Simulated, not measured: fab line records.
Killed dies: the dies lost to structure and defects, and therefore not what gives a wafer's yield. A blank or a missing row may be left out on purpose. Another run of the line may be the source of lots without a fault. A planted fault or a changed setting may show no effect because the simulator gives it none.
Matching of chambers :: flow n5-finfet :: rie-diel-04 running N5_BEOL_M8_DESCUM_33: 4 sister chambers
The step chemistry O2, time 7 s. 14 wafers are shown with their chamber, then 7 later ones without.

== WAFERS WITH THEIR CHAMBER ==
wafer: L074.3
chamber: 0
showerhead-plenum-p-Torr (Torr): 2.23
drypump-motor-current-A (A): 5.6
throttle-valve-pct (%): 20.48

wafer: L074.5
chamber: 3
showerhead-plenum-p-Torr (Torr): 2.04
drypump-motor-current-A (A): 6.1
throttle-valve-pct (%): 19.96

wafer: L074.6
chamber: 2
showerhead-plenum-p-Torr (Torr): 2.04
drypump-motor-current-A (A): 5.3
throttle-valve-pct (%): 20.55

wafer: L076.1
chamber: 3
showerhead-plenum-p-Torr (Torr): 2.04
drypump-motor-current-A (A): 6.0
throttle-valve-pct (%): 19.98

wafer: L076.4
chamber: 0
showerhead-plenum-p-Torr (Torr): 2.22
drypump-motor-current-A (A): 5.6
throttle-valve-pct (%): 20.50

wafer: L076.6
chamber: 2
showerhead-plenum-p-Torr (Torr): 2.04
drypump-motor-current-A (A): 5.3
throttle-valve-pct (%): 20.56

wafer: L077.2
chamber: 3
showerhead-plenum-p-Torr (Torr): 2.04
drypump-motor-current-A (A): 6.1
throttle-valve-pct (%): 19.97

wafer: L077.3
chamber: 2
showerhead-plenum-p-Torr (Torr): 2.04
drypump-motor-current-A (A): 5.3
throttle-valve-pct (%): 20.56

wafer: L077.4
chamber: 0
showerhead-plenum-p-Torr (Torr): 2.22
drypump-motor-current-A (A): 5.6
throttle-valve-pct (%): 20.47

wafer: L082.2
chamber: 1
showerhead-plenum-p-Torr (Torr): 2.17
drypump-motor-current-A (A): 5.5
throttle-valve-pct (%): 20.30

wafer: L082.3
chamber: 0
showerhead-plenum-p-Torr (Torr): 2.22
drypump-motor-current-A (A): 5.6
throttle-valve-pct (%): 20.51

wafer: L082.6
chamber: 3
showerhead-plenum-p-Torr (Torr): 2.04
drypump-motor-current-A (A): 6.0
throttle-valve-pct (%): 19.99

wafer: L083.1
chamber: 1
showerhead-plenum-p-Torr (Torr): 2.17
drypump-motor-current-A (A): 5.5
throttle-valve-pct (%): 20.32

wafer: L083.3
chamber: 3
showerhead-plenum-p-Torr (Torr): 2.03
drypump-motor-current-A (A): 6.1
throttle-valve-pct (%): 19.99

SIGNATURES (averages over the wafers above)
reading: showerhead-plenum-p-Torr
chamber 0: 2.2225
chamber 1: 2.1700
chamber 2: 2.0400
chamber 3: 2.0380
scatter within a chamber: 0.00394

reading: drypump-motor-current-A
chamber 0: 5.600
chamber 1: 5.500
chamber 2: 5.300
chamber 3: 6.060
scatter within a chamber: 0.0346

reading: throttle-valve-pct
chamber 0: 20.4900
chamber 1: 20.3100
chamber 2: 20.5567
chamber 3: 19.9780
scatter within a chamber: 0.014
Rule: a wafer lies at a distance from a chamber equal to the root of the sum of squares, over the readings, of (its reading less the chamber's mean, divided by the reading's scatter). The wafer belongs to the nearest chamber; if the next one is less than 2 further off, it can't be placed. The scatter: take each reading less its chamber's mean, square it, sum over the shown wafers, divide by the number of wafers less the number of chambers, and take the root.

== WAFERS WITH NO CHAMBER GIVEN ==
wafer: L083.6
showerhead-plenum-p-Torr (Torr): 2.17
drypump-motor-current-A (A): 5.5
throttle-valve-pct (%): 20.30

wafer: L087.1
showerhead-plenum-p-Torr (Torr): 2.03
drypump-motor-current-A (A): 5.3
throttle-valve-pct (%): 20.17

wafer: L087.2
showerhead-plenum-p-Torr (Torr): 2.03
drypump-motor-current-A (A): 6.1
throttle-valve-pct (%): 20.02

wafer: L087.3
showerhead-plenum-p-Torr (Torr): 2.16
drypump-motor-current-A (A): 5.5
throttle-valve-pct (%): 20.33

wafer: L096.2
showerhead-plenum-p-Torr (Torr): 2.16
drypump-motor-current-A (A): 5.4
throttle-valve-pct (%): 20.05

wafer: L096.3
showerhead-plenum-p-Torr (Torr): 2.02
drypump-motor-current-A (A): 5.3
throttle-valve-pct (%): 20.19

wafer: L096.5
showerhead-plenum-p-Torr (Torr): 2.02
drypump-motor-current-A (A): 5.3
throttle-valve-pct (%): 20.20

== EACH ONE'S CHAMBER ==
wafer: L083.6
from the rows above: 1
in truth: 1

wafer: L087.1
from the rows above: can't be placed: 3 or 2
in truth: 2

wafer: L087.2
from the rows above: 3
in truth: 3

wafer: L087.3
from the rows above: 1
in truth: 1

wafer: L096.2
from the rows above: 1
in truth: 1

wafer: L096.3
from the rows above: can't be placed: 2 or 3
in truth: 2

wafer: L096.5
from the rows above: can't be placed: 2 or 3
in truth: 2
4 of 7 placed correctly. Not placeable from these rows: 3 (in 3, the candidates include the true chamber). Wrongly placed: 0.
